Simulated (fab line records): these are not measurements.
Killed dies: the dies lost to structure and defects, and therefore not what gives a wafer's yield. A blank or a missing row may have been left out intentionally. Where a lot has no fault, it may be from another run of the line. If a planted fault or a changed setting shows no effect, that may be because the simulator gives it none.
Split-lot study | flow n5-finfet | 7 lots, 39 wafers read, on a route of 1938 steps

## THE SPLIT
At N5_SD_EPI_N_EPI_21 (deposits Si:P, time 690 s), the setting pressure-torr was moved away from the recipe's 255 Torr on 24 of the 39 wafers read, by -18.4% to +20.0%. The other wafers ran this setting at the recipe's value.

## FROM THE SPLIT TO THE READING: what the file shows between them, 5 steps
- N5_SD_EPI_P_ETCHBACK_46: etches SiNx in CH3F/O2, stops on SiO2, target depth 17.5 nm (also split here: over-etch-frac)
- N5_SD_EPI_P_ETCH_47: etches SiOCN in CH3F/O2, target depth 25 nm
- N5_SD_EPI_P_ETCH_16: etches SiO2 in CHF3/O2, target depth 5 nm
- N5_SD_ACTIVATION_RTA_00: time 0 s
- N5_SD_ACTIVATION_LSA_01: time 0.0008 s

## THE READING
Measured at N5_SD_ACTIVATION_RS_MEAS_03 by four-point probe: RS_SD_N, in ohm/sq. A value of 21.86 ohm/sq with a standard deviation of 0.28 ohm/sq is what fault-free wafers of this fab line usually give.

wafer  | tool, chamber at the split | pressure-torr as run, Torr | against the recipe | RS_SD_N, ohm/sq | against lot-mates on the recipe
L077.1 | epi-rpcvd-01, 0            | 255                        | recipe             | 22.31           | -
L077.5 | epi-rpcvd-01, 0            | 255                        | recipe             | 22.12           | -
L077.6 | epi-rpcvd-01, 0            | 255                        | recipe             | 21.92           | -
L087.1 | epi-rpcvd-03, 0            | 208                        | -18.4%             | 23.82           | no lot-mate on the recipe
L087.2 | epi-rpcvd-03, 0            | 208                        | -18.4%             | 24.01           | no lot-mate on the recipe
L087.3 | epi-rpcvd-03, 0            | 208                        | -18.4%             | 24.08           | no lot-mate on the recipe
L087.4 | epi-rpcvd-03, 0            | 208                        | -18.4%             | 24.07           | no lot-mate on the recipe
L087.5 | epi-rpcvd-03, 0            | 208                        | -18.4%             | 24.01           | no lot-mate on the recipe
L087.6 | epi-rpcvd-03, 0            | 208                        | -18.4%             | 24.44           | no lot-mate on the recipe
L088.1 | epi-rpcvd-03, 0            | 217.1                      | -14.9%             | 23.47           | no lot-mate on the recipe
L088.2 | epi-rpcvd-03, 0            | 217.1                      | -14.9%             | 23.54           | no lot-mate on the recipe
L088.3 | epi-rpcvd-03, 0            | 217.1                      | -14.9%             | 23.76           | no lot-mate on the recipe
L088.4 | epi-rpcvd-03, 0            | 217.1                      | -14.9%             | 23.67           | no lot-mate on the recipe
L088.5 | epi-rpcvd-03, 0            | 217.1                      | -14.9%             | 23.73           | no lot-mate on the recipe
L088.6 | epi-rpcvd-03, 0            | 217.1                      | -14.9%             | 23.58           | no lot-mate on the recipe
L089.1 | epi-rpcvd-02, 0            | 255                        | recipe             | 22.00           | -
L089.2 | epi-rpcvd-02, 0            | 255                        | recipe             | 21.38           | -
L089.3 | epi-rpcvd-02, 0            | 255                        | recipe             | 21.75           | -
L089.4 | epi-rpcvd-02, 0            | 255                        | recipe             | 21.82           | -
L089.5 | epi-rpcvd-02, 0            | 255                        | recipe             | 21.53           | -
L089.6 | epi-rpcvd-02, 0            | 255                        | recipe             | 21.80           | -
L092.1 | epi-rpcvd-01, 0            | 255                        | recipe             | 21.73           | -
L092.2 | epi-rpcvd-01, 0            | 255                        | recipe             | 22.21           | -
L092.3 | epi-rpcvd-01, 0            | 255                        | recipe             | 22.60           | -
L092.4 | epi-rpcvd-01, 0            | 255                        | recipe             | 22.02           | -
L092.5 | epi-rpcvd-01, 0            | 255                        | recipe             | 22.08           | -
L092.6 | epi-rpcvd-01, 0            | 255                        | recipe             | 21.98           | -
L095.1 | epi-rpcvd-03, 0            | 269.8                      | +5.8%              | 20.89           | no lot-mate on the recipe
L095.2 | epi-rpcvd-03, 0            | 269.8                      | +5.8%              | 20.87           | no lot-mate on the recipe
L095.3 | epi-rpcvd-03, 0            | 269.8                      | +5.8%              | 21.12           | no lot-mate on the recipe
L095.4 | epi-rpcvd-03, 0            | 269.8                      | +5.8%              | 20.82           | no lot-mate on the recipe
L095.5 | epi-rpcvd-03, 0            | 269.8                      | +5.8%              | 20.98           | no lot-mate on the recipe
L095.6 | epi-rpcvd-03, 0            | 269.8                      | +5.8%              | 21.03           | no lot-mate on the recipe
L096.1 | epi-rpcvd-03, 0            | 305.9                      | +20.0%             | 19.62           | no lot-mate on the recipe
L096.2 | epi-rpcvd-03, 0            | 305.9                      | +20.0%             | 19.68           | no lot-mate on the recipe
L096.3 | epi-rpcvd-03, 0            | 305.9                      | +20.0%             | 19.65           | no lot-mate on the recipe
L096.4 | epi-rpcvd-03, 0            | 305.9                      | +20.0%             | 19.73           | no lot-mate on the recipe
L096.5 | epi-rpcvd-03, 0            | 305.9                      | +20.0%             | 19.65           | no lot-mate on the recipe
L096.6 | epi-rpcvd-03, 0            | 305.9                      | +20.0%             | 19.77           | no lot-mate on the recipe

THE FIT
A straight line over all 39 wafers: RS_SD_N changes by -0.116 ohm/sq for each +1% of pressure-torr; r = -0.99; the points scatter about the line by 0.24 ohm/sq.
Too few moved wafers with a lot-mate on the recipe to fit a line net of each lot's own level.

## THE WHOLE CHAIN: every reading that the file lists as answering this split, in the file's order
step                        | what it does                 | reading                                                                         | change (the file's fit)               | r (the file's)
N5_SD_EPI_N_EPI_21          | deposits Si:P, time 690 s    | Si-P_of_SD_EPI_N_EPI_21.thk-nm (the simulator's own value, which no gauge read) | +0.262 nm for each +1% of the setting | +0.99
N5_SD_ACTIVATION_RS_MEAS_03 | measures by four-point-probe | RS_SD_N                                                                         | -0.116 for each +1% of the setting    | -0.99

## THE FILE'S OWN FIT
RS_SD_N changes by -0.116 ohm/sq for each +1% of pressure-torr, r = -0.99.
